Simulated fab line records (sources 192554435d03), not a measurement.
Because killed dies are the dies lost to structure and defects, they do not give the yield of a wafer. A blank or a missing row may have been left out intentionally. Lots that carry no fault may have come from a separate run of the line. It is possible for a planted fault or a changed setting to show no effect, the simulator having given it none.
Chamber matching + flow n5_finfet + N5_MOL_CONTACT_COAG_ALD_27 on ald_sin-04: 4 sister chambers
The step deposits SiOC, target thk 17 nm, pulse time 1.5 s, time 2720 s. 4 wafers are shown with their chamber, then 8 later ones without.

== WAFERS, EACH WITH ITS CHAMBER ==
| wafer  | chamber | heater_power_w (W) |
|--------|---------|--------------------|
| L085.4 | 3       | 737                |
| L085.5 | 0       | 971                |
| L085.6 | 1       | 859                |
| L088.1 | 2       | 934                |

== WAFERS WHOSE CHAMBER IS MISSING ==
| wafer  | heater_power_w (W) |
|--------|--------------------|
| L088.2 | 738                |
| L088.3 | 967                |
| L090.1 | 724                |
| L090.3 | 842                |
| L090.5 | 720                |
| L094.2 | 923                |
| L094.3 | 738                |
| L094.5 | 949                |

== THE CHAMBER EACH PASSED THROUGH ==
| wafer  | from the rows above     | in truth |
|--------|-------------------------|----------|
| L088.2 | 3                       | 3        |
| L088.3 | 0                       | 0        |
| L090.1 | 3                       | 3        |
| L090.3 | 1                       | 1        |
| L090.5 | 3                       | 3        |
| L094.2 | 2                       | 2        |
| L094.3 | 3                       | 3        |
| L094.5 | can't be placed: 2 or 0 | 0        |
7 of 8 placed correctly. Cannot be placed on the basis of these rows: 1; the candidates contain the true chamber in 1. Number placed wrongly: 0.
How it was worked out, from the rows above alone: a wafer's distance from a chamber is the root of the sum, over the readings, of the square of ((its reading less the chamber's mean) divided by the reading's scatter). If the next closest chamber is less than 2 further off than the closest, the wafer can't be placed; otherwise it belongs to the closest. Each chamber's mean is taken over the wafers shown for it. The scatter: root of mean squared gap, hidden wafer to nearest shown wafer, with one shown wafer a chamber.
